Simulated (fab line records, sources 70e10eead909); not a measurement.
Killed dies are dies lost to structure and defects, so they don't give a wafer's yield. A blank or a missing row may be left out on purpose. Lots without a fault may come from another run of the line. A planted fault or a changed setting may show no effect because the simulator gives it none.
Which tool did it? | flow nand_harc | 24 lots, 72 wafers sampled, at 6 steps of a route of 1302

WHAT THE GAUGES READ, wafer by wafer
NHARC_A_SGD_CUT_OVL_MEAS_10.
lot  | measured     | on         | overlay_x_nm (nm) | overlay_y_nm (nm)
L075 | day 18 07:31 | overlay-01 | 0.0 0.2 0.3       | 0.9 0.7 1.4
L074 | day 19 00:53 | overlay-02 | 0.5 0.7 0.1       | -0.4 0.6 0.2
L077 | day 19 00:33 | overlay-02 | 0.1 -0.2 0.0      | 0.3 0.1 0.4
L076 | day 19 00:43 | overlay-01 | -1.3 -1.2 -1.1    | 0.3 0.7 -0.1
L078 | day 20 05:17 | overlay-01 | 0.6 0.4 -0.1      | 1.3 0.0 0.8
L079 | day 20 09:47 | overlay-01 | -0.3 -1.3 -0.6    | 0.8 0.5 0.8
L080 | day 20 09:31 | overlay-01 | 0.9 1.4 1.3       | -0.7 -0.2 -1.0
L082 | day 21 18:02 | overlay-02 | 1.2 0.8 0.3       | 0.8 1.2 1.2
L081 | day 21 17:53 | overlay-01 | -0.1 -0.5 -0.1    | 0.6 1.3 0.4
L083 | day 22 07:22 | overlay-01 | 1.7 2.4 1.1       | -0.9 -0.9 -1.7
L084 | day 22 07:13 | overlay-02 | -0.1 -0.8 -0.1    | -1.0 -0.1 0.0
L085 | day 22 09:40 | overlay-01 | -1.6 -1.1 -1.3    | 1.0 1.0 0.7
L086 | day 22 13:46 | overlay-01 | 0.4 1.4 0.9       | 0.0 -0.3 -0.1
L087 | day 22 22:22 | overlay-01 | 0.1 0.4 0.3       | 0.0 0.4 -0.2
L088 | day 23 23:19 | overlay-02 | -0.1 -0.3 0.3     | -1.8 -1.4 -2.1
L089 | day 24 03:47 | overlay-01 | 0.5 0.6 0.8       | -0.7 0.0 -0.7
L090 | day 24 14:13 | overlay-02 | -0.3 -0.5 -0.7    | -0.4 -0.5 -0.1
L091 | day 24 20:49 | overlay-01 | -0.3 0.5 0.4      | 0.0 0.3 0.0
L093 | day 25 15:10 | overlay-01 | 0.6 1.3 1.1       | 0.6 0.5 0.8
L092 | day 25 14:10 | overlay-02 | 0.3 -0.3 -0.5     | -0.1 -0.2 -0.3
L094 | day 26 18:55 | overlay-02 | 0.7 0.1 0.4       | 1.2 0.7 0.7
L095 | day 26 18:46 | overlay-02 | -0.5 -1.2 -0.9    | -0.5 -0.3 -0.5
L096 | day 27 18:41 | overlay-01 | -1.7 -0.9 -0.7    | -0.5 -0.2 -0.1
L097 | day 27 18:32 | overlay-01 | -0.6 -0.5 -0.6    | 1.1 1.2 1.4

WHICH TOOL RAN EACH LOT (tool, then ch and the chambers of the sampled wafers, then the start)
lot  | NHARC_A_STAIRCASE_HM_OPEN_460                 | NHARC_A_STAIRCASE_HM_OPEN_463                 | NHARC_A_STAIRCASE_ETCH_453                    | NHARC_A_STAIRCASE_DEP_417       | NHARC_A_STAIRCASE_DEP_325
L075 | rie_diel-04 ch 0,1,2, day 16 05:02 or earlier | rie_diel-05 ch 0,1,3, day 16 05:02 or earlier | rie_diel-05 ch 0,2,3, day 16 05:02 or earlier | pecvd-01 ch 0,1,2, day 16 05:02 | pecvd-01 ch 0,1,2, day 17 13:46
L074 | rie_diel-03 ch 0,2, day 16 20:37 or earlier   | rie_diel-05 ch 0,3, day 16 20:37 or earlier   | rie_diel-05 ch 0,1, day 16 20:37 or earlier   | pecvd-02 ch 0,2, day 16 20:37   | pecvd-02 ch 0,1, day 18 05:40
L077 | rie_diel-05 ch 1,2, day 17 01:35 or earlier   | rie_diel-03 ch 0,3, day 17 01:35 or earlier   | rie_diel-03 ch 1,2, day 17 01:35 or earlier   | pecvd-03 ch 1,2, day 17 01:35   | pecvd-01 ch 0,1,2, day 18 05:34
L076 | rie_diel-03 ch 0,1,3, day 17 01:52 or earlier | rie_diel-04 ch 1,2,3, day 17 01:52 or earlier | rie_diel-04 ch 2,3, day 17 01:52 or earlier   | pecvd-03 ch 0,1,2, day 17 01:52 | pecvd-03 ch 1,2, day 18 05:34
L078 | rie_diel-04 ch 0,2,3, day 18 06:43 or earlier | rie_diel-04 ch 0,1,3, day 18 06:43 or earlier | rie_diel-04 ch 1,2, day 18 06:43 or earlier   | pecvd-03 ch 0,1, day 18 06:43   | pecvd-01 ch 0,1, day 19 10:34
L079 | rie_diel-04 ch 1,2,3, day 18 13:13 or earlier | rie_diel-04 ch 2,3, day 18 13:13 or earlier   | rie_diel-04 ch 0,1,3, day 18 13:13 or earlier | pecvd-02 ch 1,2, day 18 13:13   | pecvd-02 ch 1,2, day 19 17:57
L080 | rie_diel-04 ch 0,2,3, day 18 13:50 or earlier | rie_diel-03 ch 1,2, day 18 13:50 or earlier   | rie_diel-03 ch 0,1,2, day 18 13:50 or earlier | pecvd-02 ch 0,1,2, day 18 13:50 | pecvd-01 ch 0,1,2, day 19 17:52
L082 | rie_diel-04 ch 0,2,3, day 19 10:38 or earlier | rie_diel-05 ch 0,1,2, day 19 10:38 or earlier | rie_diel-05 ch 0,1,3, day 19 10:38 or earlier | pecvd-02 ch 0,2, day 19 10:38   | pecvd-02 ch 0,2, day 20 21:51
L081 | rie_diel-05 ch 0,1,2, day 19 12:54 or earlier | rie_diel-04 ch 0,1,3, day 19 12:54 or earlier | rie_diel-04 ch 0,1, day 19 12:54 or earlier   | pecvd-01 ch 0,1, day 19 12:54   | pecvd-03 ch 0,1,2, day 20 22:07
L083 | rie_diel-03 ch 2,3, day 20 05:59 or earlier   | rie_diel-04 ch 0,1,3, day 20 05:59 or earlier | rie_diel-04 ch 0,1,2, day 20 05:59 or earlier | pecvd-01 ch 0,1,2, day 20 05:59 | pecvd-01 ch 0,1,2, day 21 14:58
L084 | rie_diel-04 ch 0,1,3, day 20 12:20 or earlier | rie_diel-03 ch 1,2,3, day 20 12:20 or earlier | rie_diel-03 ch 0,1,3, day 20 12:20 or earlier | pecvd-02 ch 0,1, day 20 12:20   | pecvd-03 ch 0,2, day 21 14:58
L085 | rie_diel-04 ch 1,3, day 20 13:48 or earlier   | rie_diel-05 ch 1,2,3, day 20 13:48 or earlier | rie_diel-05 ch 0,3, day 20 13:48 or earlier   | pecvd-03 ch 0,1, day 20 13:48   | pecvd-02 ch 0,1,2, day 21 15:26
L086 | rie_diel-05 ch 0,1,3, day 20 17:16 or earlier | rie_diel-04 ch 0,1,2, day 20 17:16 or earlier | rie_diel-04 ch 0,2,3, day 20 17:16 or earlier | pecvd-02 ch 0,2, day 20 17:16   | pecvd-03 ch 0,2, day 21 19:19
L087 | rie_diel-04 ch 0,1,3, day 21 04:06 or earlier | rie_diel-04 ch 1,3, day 21 04:06 or earlier   | rie_diel-04 ch 1,2, day 21 04:06 or earlier   | pecvd-03 ch 1,2, day 21 04:06   | pecvd-01 ch 0,1, day 22 05:12
L088 | rie_diel-04 ch 1,3, day 21 23:39 or earlier   | rie_diel-03 ch 0,1, day 21 23:39 or earlier   | rie_diel-03 ch 0,2,3, day 21 23:39 or earlier | pecvd-02 ch 0,1,2, day 21 23:39 | pecvd-02 ch 1,2, day 23 03:13
L089 | rie_diel-04 ch 0,1,3, day 22 05:32 or earlier | rie_diel-04 ch 0,2, day 22 05:32 or earlier   | rie_diel-04 ch 0,1,3, day 22 05:32 or earlier | pecvd-02 ch 0,1,2, day 22 05:32 | pecvd-03 ch 0,1,2, day 23 11:17
L090 | rie_diel-03 ch 0,1,2, day 22 18:06 or earlier | rie_diel-03 ch 0,1, day 22 18:06 or earlier   | rie_diel-03 ch 0,1,3, day 22 18:06 or earlier | pecvd-03 ch 1,2, day 22 18:06   | pecvd-01 ch 0,1,2, day 23 21:55
L091 | rie_diel-03 ch 0,1, day 23 03:05 or earlier   | rie_diel-03 ch 1,2, day 23 03:05 or earlier   | rie_diel-03 ch 0,1,2, day 23 03:05 or earlier | pecvd-01 ch 0,2, day 23 03:05   | pecvd-02 ch 0,1,2, day 24 04:30
L093 | rie_diel-03 ch 0,3, day 23 17:32 or earlier   | rie_diel-03 ch 0,3, day 23 17:32 or earlier   | rie_diel-03 ch 0,2,3, day 23 17:32 or earlier | pecvd-03 ch 0,1,2, day 23 17:32 | pecvd-01 ch 0,1,2, day 24 21:48
L092 | rie_diel-03 ch 0,1,2, day 23 18:53 or earlier | rie_diel-05 ch 0,3, day 23 18:53 or earlier   | rie_diel-05 ch 0,2,3, day 23 18:53 or earlier | pecvd-01 ch 0,1,2, day 23 18:53 | pecvd-03 ch 0,1,2, day 24 21:45
L094 | rie_diel-05 ch 0,1, day 24 18:42 or earlier   | rie_diel-03 ch 0,1,2, day 24 18:42 or earlier | rie_diel-03 ch 1,2,3, day 24 18:42 or earlier | pecvd-01 ch 0,1, day 24 18:42   | pecvd-01 ch 1,2, day 26 02:01
L095 | rie_diel-04 ch 0,1,2, day 24 21:28 or earlier | rie_diel-03 ch 0,2, day 24 21:28 or earlier   | rie_diel-03 ch 0,1,2, day 24 21:28 or earlier | pecvd-03 ch 0,1,2, day 24 21:28 | pecvd-02 ch 0,1, day 26 01:56
L096 | rie_diel-05 ch 1,2,3, day 25 13:49 or earlier | rie_diel-03 ch 0,1,2, day 25 13:49 or earlier | rie_diel-03 ch 0,2,3, day 25 13:49 or earlier | pecvd-02 ch 0,1, day 25 13:49   | pecvd-02 ch 1,2, day 27 00:23
L097 | rie_diel-04 ch 1,2,3, day 25 18:57 or earlier | rie_diel-03 ch 0,1,3, day 25 18:57 or earlier | rie_diel-03 ch 0,2,3, day 25 18:57 or earlier | pecvd-02 ch 1,2, day 25 18:57   | pecvd-03 ch 0,1, day 27 00:53
- NHARC_A_STAIRCASE_HM_OPEN_460: chemistry O2/COS.
- NHARC_A_STAIRCASE_HM_OPEN_463: chemistry O2/COS.
- NHARC_A_STAIRCASE_ETCH_453: etches the open film in CF4/O2, target depth 30 nm, overetch 3 nm, time 16.5 s.
- NHARC_A_STAIRCASE_DEP_417: deposits Si3N4, target thk 60 nm.
- NHARC_A_STAIRCASE_DEP_325: deposits SiO2, target thk 7200 nm.

WHAT THE TOOLS THEMSELVES READ (means of the sampled wafers that have a number; where no wafer has one, the mark that the record gives instead)
NHARC_A_STAIRCASE_HM_OPEN_460.
lot  | tool        | drypump_motor_current_A (A) | oes_product_au (a.u.) | rf_vpp_V (V) | showerhead_plenum_p_Torr (Torr) | throttle_valve_pct (%)
L075 | rie_diel-04 | 5.8                         | 0.992                 | 467          | 3.15                            | 28.327
L074 | rie_diel-03 | 5.1                         | 1.008                 | 467          | 3.12                            | 28.321
L077 | rie_diel-05 | 5.6                         | 1.003                 | 467          | 3.09                            | 28.328
L076 | rie_diel-03 | 5.7                         | 1.009                 | 464          | 2.97                            | 28.332
L078 | rie_diel-04 | 5.9                         | 1.001                 | 466          | 3.08                            | 28.335
L079 | rie_diel-04 | 5.9                         | 0.997                 | 464          | 2.99                            | 28.339
L080 | rie_diel-04 | 5.8                         | 0.994                 | 466          | 3.08                            | 28.325
L082 | rie_diel-04 | 5.9                         | 1.001                 | 466          | 3.07                            | 28.326
L081 | rie_diel-05 | 5.9                         | 1.004                 | 468          | 3.15                            | 28.332
L083 | rie_diel-03 | 5.7                         | 1.005                 | 472          | 3.35                            | 28.320
L084 | rie_diel-04 | 6.0                         | 0.998                 | 467          | 3.12                            | 28.326
L085 | rie_diel-04 | 6.1                         | 0.996                 | 464          | 2.97                            | 28.335
L086 | rie_diel-05 | 5.6                         | 1.000                 | 471          | 3.28                            | 28.335
L087 | rie_diel-04 | 6.0                         | 1.002                 | 468          | 3.12                            | 28.324
L088 | rie_diel-04 | 6.0                         | 1.005                 | 466          | 3.02                            | 28.335
L089 | rie_diel-04 | 6.0                         | 0.996                 | 467          | 3.11                            | 28.333
L090 | rie_diel-03 | 5.4                         | 1.003                 | 466          | 3.08                            | 28.328
L091 | rie_diel-03 | 5.4                         | 0.993                 | 464          | 2.98                            | 28.330
L093 | rie_diel-03 | 5.5                         | 1.004                 | 466          | 3.11                            | 28.333
L092 | rie_diel-03 | 5.3                         | 0.996                 | 466          | 3.07                            | 28.329
L094 | rie_diel-05 | 5.7                         | 1.000                 | 470          | 3.21                            | 28.330
L095 | rie_diel-04 | 5.9                         | 0.996                 | 467          | 3.11                            | 28.334
L096 | rie_diel-05 | 5.6                         | 1.006                 | 471          | 3.27                            | 28.330
L097 | rie_diel-04 | 5.9                         | 1.005                 | 463          | 2.96                            | 28.321

NHARC_A_STAIRCASE_HM_OPEN_463.
lot  | tool        | drypump_motor_current_A (A) | oes_product_au (a.u.) | rf_vpp_V (V) | showerhead_plenum_p_Torr (Torr) | throttle_valve_pct (%)
L075 | rie_diel-05 | 5.6                         | 1.001                 | 467          | 3.14                            | 28.332
L074 | rie_diel-05 | 5.9                         | 1.004                 | 466          | 3.05                            | 28.330
L077 | rie_diel-03 | 5.8                         | 1.008                 | 464          | 2.94                            | 28.335
L076 | rie_diel-04 | 5.9                         | 0.995                 | 464          | 2.99                            | 28.324
L078 | rie_diel-04 | 6.0                         | 1.002                 | 467          | 3.13                            | 28.335
L079 | rie_diel-04 | 5.9                         | 1.000                 | 463          | 2.93                            | 28.315
L080 | rie_diel-03 | 5.3                         | 1.001                 | 469          | 3.19                            | 28.323
L082 | rie_diel-05 | 6.0                         | 0.999                 | 467          | 3.15                            | 28.322
L081 | rie_diel-04 | 6.0                         | 1.001                 | 468          | 3.12                            | 28.333
L083 | rie_diel-04 | 6.0                         | 0.996                 | 467          | 3.12                            | 28.327
L084 | rie_diel-03 | 5.7                         | 1.005                 | 469          | 3.21                            | 28.330
L085 | rie_diel-05 | 5.6                         | 0.994                 | 467          | 3.12                            | 28.327
L086 | rie_diel-04 | 5.9                         | 1.000                 | 467          | 3.13                            | 28.326
L087 | rie_diel-04 | 6.0                         | 1.009                 | 465          | 3.03                            | 28.329
L088 | rie_diel-03 | 5.4                         | 0.999                 | 463          | 2.99                            | 28.323
L089 | rie_diel-04 | 5.7                         | 0.994                 | 467          | 3.07                            | 28.330
L090 | rie_diel-03 | 5.4                         | 1.007                 | 465          | 2.98                            | 28.325
L091 | rie_diel-03 | 5.6                         | 0.999                 | 467          | 3.06                            | 28.326
L093 | rie_diel-03 | 5.5                         | 1.002                 | 467          | 3.11                            | 28.325
L092 | rie_diel-05 | 5.9                         | 1.003                 | 471          | 3.33                            | 28.335
L094 | rie_diel-03 | 5.4                         | 1.006                 | 466          | 3.07                            | 28.333
L095 | rie_diel-03 | 5.1                         | 0.997                 | 468          | 3.18                            | 28.335
L096 | rie_diel-03 | 5.4                         | 0.996                 | 466          | 3.07                            | 28.331
L097 | rie_diel-03 | 5.7                         | 1.002                 | 467          | 3.09                            | 28.334

NHARC_A_STAIRCASE_ETCH_453.
lot  | tool        | drypump_motor_current_A (A) | oes_product_au (a.u.) | rf_vpp_V (V) | showerhead_plenum_p_Torr (Torr) | throttle_valve_pct (%)
L075 | rie_diel-05 | 5.9                         | 1.001                 | 197.4        | 1.30                            | 13.400
L074 | rie_diel-05 | 6.0                         | 0.995                 | 197.2        | 1.28                            | 13.403
L077 | rie_diel-03 | 5.3                         | 1.005                 | 199.2        | 1.37                            | 13.399
L076 | rie_diel-04 | 5.9                         | 0.996                 | 196.5        | 1.25                            | 13.399
L078 | rie_diel-04 | 5.7                         | 0.996                 | 196.5        | 1.28                            | 13.395
L079 | rie_diel-04 | 6.0                         | 0.997                 | 198.0        | 1.34                            | 13.399
L080 | rie_diel-03 | 5.4                         | 1.001                 | 197.5        | 1.32                            | 13.401
L082 | rie_diel-05 | 5.6                         | 0.988                 | 199.0        | 1.41                            | 13.393
L081 | rie_diel-04 | 5.9                         | 0.993                 | 198.9        | 1.40                            | 13.400
L083 | rie_diel-04 | 5.8                         | 1.007                 | 198.0        | 1.34                            | 13.395
L084 | rie_diel-03 | 5.7                         | 1.007                 | 197.1        | 1.33                            | 13.390
L085 | rie_diel-05 | 5.6                         | 0.996                 | 200.0        | 1.42                            | 13.397
L086 | rie_diel-04 | 5.9                         | 1.009                 | 197.1        | 1.31                            | 13.396
L087 | rie_diel-04 | 5.7                         | 1.007                 | 196.4        | 1.27                            | 13.400
L088 | rie_diel-03 | 5.4                         | 1.008                 | 199.0        | 1.38                            | 13.389
L089 | rie_diel-04 | 6.0                         | 1.001                 | 198.2        | 1.33                            | 13.398
L090 | rie_diel-03 | 5.7                         | 0.995                 | 197.4        | 1.33                            | 13.404
L091 | rie_diel-03 | 5.3                         | 0.995                 | 197.4        | 1.32                            | 13.394
L093 | rie_diel-03 | 5.4                         | 1.005                 | 199.1        | 1.38                            | 13.393
L092 | rie_diel-05 | 5.9                         | 1.000                 | 198.1        | 1.36                            | 13.393
L094 | rie_diel-03 | 5.7                         | 1.002                 | 198.4        | 1.37                            | 13.394
L095 | rie_diel-03 | 5.4                         | 1.007                 | 197.3        | 1.31                            | 13.400
L096 | rie_diel-03 | 5.4                         | 0.999                 | 197.9        | 1.37                            | 13.405
L097 | rie_diel-03 | 5.4                         | 1.007                 | 198.2        | 1.37                            | 13.403

NHARC_A_STAIRCASE_DEP_417.
lot  | tool     | heater_power_w (W)
L075 | pecvd-01 | 717
L074 | pecvd-02 | 819
L077 | pecvd-03 | 601
L076 | pecvd-03 | 630
L078 | pecvd-03 | 681
L079 | pecvd-02 | 773
L080 | pecvd-02 | 811
L082 | pecvd-02 | 838
L081 | pecvd-01 | 740
L083 | pecvd-01 | 715
L084 | pecvd-02 | 711
L085 | pecvd-03 | 622
L086 | pecvd-02 | 817
L087 | pecvd-03 | 655
L088 | pecvd-02 | 797
L089 | pecvd-02 | 767
L090 | pecvd-03 | 653
L091 | pecvd-01 | 669
L093 | pecvd-03 | 658
L092 | pecvd-01 | 700
L094 | pecvd-01 | 717
L095 | pecvd-03 | 646
L096 | pecvd-02 | 785
L097 | pecvd-02 | 820

NHARC_A_STAIRCASE_DEP_325.
lot  | tool     | heater_power_w (W) | mfc_precursor_sccm (sccm)
L075 | pecvd-01 | 708                | 199.4
L074 | pecvd-02 | 738                | 199.9
L077 | pecvd-01 | 639                | 200.0
L076 | pecvd-03 | 600                | 199.6
L078 | pecvd-01 | 665                | 200.1
L079 | pecvd-02 | 670                | 199.8
L080 | pecvd-01 | 659                | 199.9
L082 | pecvd-02 | 819                | 199.7
L081 | pecvd-03 | 567                | 199.9
L083 | pecvd-01 | 597                | 200.2
L084 | pecvd-03 | 563                | 200.5
L085 | pecvd-02 | 726                | 199.9
L086 | pecvd-03 | 579                | 200.1
L087 | pecvd-01 | 629                | 200.1
L088 | pecvd-02 | 734                | 199.7
L089 | pecvd-03 | 546                | 199.3
L090 | pecvd-01 | 674                | 200.2
L091 | pecvd-02 | 738                | 199.4
L093 | pecvd-01 | 584                | 201.1
L092 | pecvd-03 | 606                | 199.8
L094 | pecvd-01 | 689                | 199.8
L095 | pecvd-02 | 745                | 199.9
L096 | pecvd-02 | 759                | 199.8
L097 | pecvd-03 | 602                | 199.1

THE ANSWER, worked out from the rows above alone
Rule: what is usual is taken from the lots themselves. Put in order of their means at a reading, lots are off if they are a third of the lots or fewer, leave a main group of 4 or more, and stand apart from it by a gap of 3 or more times the standard deviation of the main group's means; of several such gaps the widest counts. A main group whose means are all the same, to the digits that the tables above print for the reading, isn't used. A lot without any number at a reading at which 4 lots or more have one is off too. The other lots that the step has rows for count as sound. The gauges are gone through in route order, then the tools' own readings, and for those a lot's mean is taken as printed above. The first step at which some lot is off is used, and at that step the reading that is off furthest; a lot without a number counts as furthest.
No lot is off at any reading shown: from this, nothing can be told.

WHAT THE SIMULATOR HAD PUT IN
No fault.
